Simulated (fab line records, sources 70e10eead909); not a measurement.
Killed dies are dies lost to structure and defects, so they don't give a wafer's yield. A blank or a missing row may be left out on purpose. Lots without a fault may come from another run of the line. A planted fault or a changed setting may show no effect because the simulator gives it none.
Chamber matching | flow nand_harc | NHARC_P_M0_PRE_CLEAN_31 on pecvd-02: 3 sister chambers
The step time 12 s. 6 wafers are shown with their chamber, then 9 later ones without.

WAFERS WITH THEIR CHAMBER
wafer  | chamber | heater_power_w (W) | rf_fwd_power_W (W)
L083.1 | 0       | 539                | 292.8
L088.1 | 1       | 596                | 292.9
L088.5 | 1       | 603                | 292.2
L090.1 | 2       | 576                | 291.4
L090.5 | 0       | 467                | 293.5
L090.6 | 2       | 566                | 293.1

WAFERS WITHOUT THEIR CHAMBER
wafer  | heater_power_w (W) | rf_fwd_power_W (W)
L093.3 | 590                | 292.3
L093.4 | 512                | 291.9
L093.6 | 581                | 292.9
L094.1 | 596                | 293.0
L094.2 | 437                | 292.5
L094.4 | 584                | 293.1
L096.2 | 568                | 292.7
L096.4 | 576                | 292.8
L096.5 | 510                | 292.7

WHICH CHAMBER EACH WENT THROUGH
wafer  | from the rows above          | in truth
L093.3 | can't be placed: 1 or 2      | 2
L093.4 | can't be placed: 0 or 2 or 1 | 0
L093.6 | can't be placed: 1 or 2 or 0 | 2
L094.1 | can't be placed: 1 or 2      | 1
L094.2 | 0                            | 0
L094.4 | can't be placed: 1 or 2 or 0 | 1
L096.2 | can't be placed: 2 or 1 or 0 | 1
L096.4 | can't be placed: 2 or 1 or 0 | 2
L096.5 | can't be placed: 0 or 2      | 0
Placed correctly: 1 of 9. Can't be placed from these rows: 8 (the true chamber is among the candidates in 8). Placed wrongly: 0.
How it was worked out, from the rows above alone: a wafer's distance from a chamber is the root of the sum, over the readings, of the square of ((its reading less the chamber's mean) divided by the reading's scatter). The wafer belongs to the nearest chamber; if the next one is less than 2 further off, it can't be placed. A chamber's mean is the mean of its shown wafers. The scatter: the root of (the sum of the squares of (reading less its chamber's mean) over the shown wafers, divided by (wafers less chambers)).
